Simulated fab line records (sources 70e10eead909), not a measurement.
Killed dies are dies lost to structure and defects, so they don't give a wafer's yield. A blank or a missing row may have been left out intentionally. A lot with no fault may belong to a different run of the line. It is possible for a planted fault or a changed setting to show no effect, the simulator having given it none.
Comparing a struck lot with a sound one + flow nand-harc + 13 out of 1302 route steps
Sound: these wafers, L801.3, L801.4, L801.5. Struck: wafer L808.5 (L808.3, L808.6, from the same lot, were not struck and are left out); the cause is given at the end.
Order at every step that has rows: each side's tool, ch and its chambers, its first start. Under that, the readings that differ: sound wafers + struck wafers + difference of the means + sigmas: that difference in standard deviations of wafers without a fault.
alike: readings whose means differ by less than 2 such deviations, and words and numbers that are the same on both sides. not compared: withheld readings, readings that some wafer has no value for, bounds like >300 that may hide the same value, and numbers for which the record gives no deviation and whose values overlap.
The two part at a step that has a row with sigmas, a row that says differs or no value, or rows on one side only. Numbers that don't overlap but have no deviation are shown without sigmas and don't part them. A reading that every wafer of one side lacks parts them only if that side has two wafers or more.

first, 1 step without rows for these wafers: NHARC_A_STAIRCASE_TRIM_220 (chemistry O2, time 211.2 s).
NHARC_A_STAIRCASE_ETCH_221: etches the open film in C4F8/O2, target depth 100 nm, time 40.5 s.
  sound on rie-diel-08 ch 1,2,3; struck on rie-diel-08 ch 2
  alike: oes-product-au, rf-vpp-V
  not compared: rf-hours-counter-h
then, 2 steps without rows for these wafers: NHARC_A_STAIRCASE_TRIM_222 (chemistry O2, time 211.2 s); NHARC_A_STAIRCASE_ETCH_223 (etches the open film in C4F8/O2, target depth 100 nm, time 40.5 s).
NHARC_A_STAIRCASE_TRIM_224: chemistry O2, time 211.2 s.
  sound on rie-diel-08 ch 0,1; struck on rie-diel-08 ch 0
| reading               | sound             | struck | difference | sigmas |
|-----------------------|-------------------|--------|------------|--------|
| oes-product-au (a.u.) | 0.982 0.981 0.978 | 1.007  | +0.027     | +2     |
  alike: drypump-motor-current-A, rf-vpp-V, showerhead-plenum-p-Torr, throttle-valve-pct
  not compared: rf-hours-counter-h
NHARC_A_STAIRCASE_ETCH_225: etches the open film in C4F8/O2, target depth 100 nm, time 40.5 s.
  sound on rie-diel-08 ch 0,3; struck on rie-diel-08 ch 1
  alike: oes-product-au, rf-vpp-V
  not compared: rf-hours-counter-h
NHARC_A_STAIRCASE_TRIM_226: chemistry O2, time 211.2 s.
  sound on rie-diel-08 ch 0,3; struck on rie-diel-08 ch 1
  alike: drypump-motor-current-A, oes-product-au, rf-vpp-V, showerhead-plenum-p-Torr, throttle-valve-pct
  not compared: rf-hours-counter-h
then, 1 step without rows for these wafers: NHARC_A_STAIRCASE_ETCH_227 (etches the open film in C4F8/O2, target depth 100 nm, time 40.5 s).
NHARC_A_STAIRCASE_TRIM_229: chemistry O2, time 211.2 s.
  sound on rie-diel-08 ch 0,2, day 18 17:21; struck on rie-diel-04 ch 0, day 21 18:43
| reading                         | sound             | struck | difference | sigmas |
|---------------------------------|-------------------|--------|------------|--------|
| oes-product-au (a.u.)           | 0.987 0.986 0.994 | 1.019  | +0.030     | +3     |
| showerhead-plenum-p-Torr (Torr) | 3.32 3.46 3.32    | 3.71   | +0.34      | +3     |
  alike: drypump-motor-current-A, rf-vpp-V, throttle-valve-pct
  not compared: rf-hours-counter-h
then, 2 steps without rows for these wafers: NHARC_A_STAIRCASE_ETCH_230 (etches the open film in C4F8/O2, target depth 100 nm, time 40.5 s); NHARC_A_STAIRCASE_TRIM_231 (chemistry O2, time 211.2 s).
NHARC_A_STAIRCASE_ETCH_232: etches the open film in C4F8/O2, target depth 100 nm, time 40.5 s.
  sound on rie-diel-08 ch 0,3, day 18 18:16; struck on rie-diel-04 ch 3, day 21 19:04
| reading               | sound             | struck | difference | sigmas |
|-----------------------|-------------------|--------|------------|--------|
| oes-product-au (a.u.) | 0.925 0.916 0.928 | 1.286  | +0.363     | +24    |
  alike: rf-vpp-V
  not compared: rf-hours-counter-h
then, 1 step without rows for these wafers: NHARC_A_STAIRCASE_TRIM_233 (chemistry O2, time 211.2 s).

WHERE THEY PART
Earliest at NHARC_A_STAIRCASE_TRIM_224; latest, in this record, at NHARC_A_STAIRCASE_ETCH_232.

WHY: what the simulator had put in
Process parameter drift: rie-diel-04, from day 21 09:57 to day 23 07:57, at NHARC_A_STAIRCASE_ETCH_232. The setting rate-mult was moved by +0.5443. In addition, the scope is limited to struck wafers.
